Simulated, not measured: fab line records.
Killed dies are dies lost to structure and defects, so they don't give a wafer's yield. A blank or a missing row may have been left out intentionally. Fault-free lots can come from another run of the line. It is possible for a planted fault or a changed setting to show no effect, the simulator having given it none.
A struck lot beside a sound one / flow nandHarc / 15 steps out of a route of 1302
Sound: these wafers, L466.1, L466.4, L466.6. Struck: wafer L457.1 (L457.2, L457.4, from the same lot, were not struck and are left out); the cause is given at the end.
For every step that has rows: the tool of each side, followed by ch and its chambers, followed by its first start. Under that, the readings that differ: sound wafers / struck wafers / difference of the means / sigmas: that difference in standard deviations of wafers without a fault.
alike: same words and numbers on both sides, and readings whose means sit less than 2 such deviations apart. not compared: any withheld reading, any reading some wafer has no value for, any bound like >300 that may hide the same value, and any number with overlapping values for which the record gives no deviation.
The two part at a step that has a row with sigmas, a row that says differs or no value, or rows on one side only. Numbers that don't overlap but have no deviation are shown without sigmas and don't part them. A reading missing from all wafers of one side parts the sides only when that side holds two or more wafers.

NHARC_P_M2_OVL_MEAS_10: pitch 340 nm.
  sound on overlay-01, day 13 20:02; struck on overlay-01, day 10 12:27
  alike: overlayXNm, overlayYNm
NHARC_P_M2_INSPECT_11:
  sound on defectInspect-01, day 13 20:05; struck on defectInspect-02, day 10 12:29
  alike: rawDefectCount
then, 1 step without rows for these wafers: NHARC_P_M2_DESCUM_14 (chemistry O2, time 3 s).
NHARC_P_M2_ETCH_35: etches the open film in N2/H2, target depth 40 nm, overetch 12 nm, time 43.94 s.
  sound on rieDiel-01 ch 0,1, day 13 20:13; struck on rieDiel-01 ch 2, day 10 12:38
reading=rfVppV (V); sound=426.4 432.7 427.8; struck=434.7; difference=+5.7; sigmas=+2
reading=showerheadPlenumPTorr (Torr); sound=1.95 2.13 1.95; struck=2.17; difference=+0.16; sigmas=+2
  alike: biasW, drypumpMotorCurrentA, oesProductAu, throttleValvePct
  not compared: rfHoursCounterH
NHARC_P_M2_ETCH_15: etches the open film in C4F8/Ar, target depth 182.5 nm, time 91.2 s.
  sound on rieDiel-01 ch 0,1,3; struck on rieDiel-01 ch 0
  alike: biasW, oesProductAu, rfVppV
  not compared: rfHoursCounterH
NHARC_P_M2_CD_MEAS_16:
  sound on cdSem-03, day 13 20:26; struck on cdSem-03, day 10 12:51
  alike: cdNm
then, 1 step without rows for these wafers: NHARC_P_M2_STRIP_18 (strips in N2/H2).
NHARC_P_M2_ETCH_28: etches the open film in CF4/N2, target depth 30 nm, time 72.99 s.
  sound on rieDiel-11 ch 0,3; struck on rieDiel-06 ch 3
reading=drypumpMotorCurrentA (A); sound=5.35 6.13 5.33; struck=6.28; difference=+0.68; sigmas=+2
reading=throttleValvePct (%); sound=19.783 19.796 19.783; struck=19.811; difference=+0.024; sigmas=+3
  alike: biasW, oesProductAu, rfVppV, showerheadPlenumPTorr
  not compared: rfHoursCounterH
then, 1 step without rows for these wafers: NHARC_P_M2_STRIP_19 (strips in post etch residue remover, time 600 s).
NHARC_P_M2_DEGAS_29: time 60 s.
  sound on pvdSputter-02, day 13 21:09; struck on pvdSputter-02, day 10 13:34
  alike: heaterPowerW
then, 1 step without rows for these wafers: NHARC_P_M2_PRE_CLEAN_30 (time 30 s).
NHARC_P_M2_PVD_20: deposits TaN, target thk 5 nm, time 8.06 s.
  sound on pvdSputter-02; struck on pvdSputter-02
  alike: cathodeDcPowerW, throttleValvePct
NHARC_P_M2_PVD_21: deposits Cu, target thk 30 nm, time 20.49 s.
  sound on pvdSputter-02, day 13 21:23; struck on pvdSputter-02, day 10 13:47
reading=cathodeDcPowerW (W); sound=5000.8 4999.5 4998.0; struck=4808.1; difference=-191.3; sigmas=-99 or more
  alike: throttleValvePct
then, 1 step without rows for these wafers: NHARC_P_M2_ECD_22 (material Cu, target thk 400 nm).
-- the record jumps here: 18 days lie between the struck wafers' starts before and after (it left off in module P_M2 and takes up again in module END, whose first step shown is number 1302 of the route) --
NHARC_END_SORT_01:
  sound on prober-01 ch 0, day 31 18:26; struck on prober-02 ch 0, day 28 09:52
  alike: defectLimitedYield, killedAtArray, killedAtOther, killedAtPeriphery, killedDies, killedOpen, killedShort, sort_bin_2_pct, sort_bin_3_pct, sort_bin_4_pct, sortNPass, sortRimYieldPct, sortYieldPct

WHERE THEY PART
Last at NHARC_P_M2_PVD_21 as far as this record goes, first at NHARC_P_M2_ETCH_35. Later steps at which nothing parts them and some readings are alike: NHARC_END_SORT_01.

WHY: what the simulator had put in
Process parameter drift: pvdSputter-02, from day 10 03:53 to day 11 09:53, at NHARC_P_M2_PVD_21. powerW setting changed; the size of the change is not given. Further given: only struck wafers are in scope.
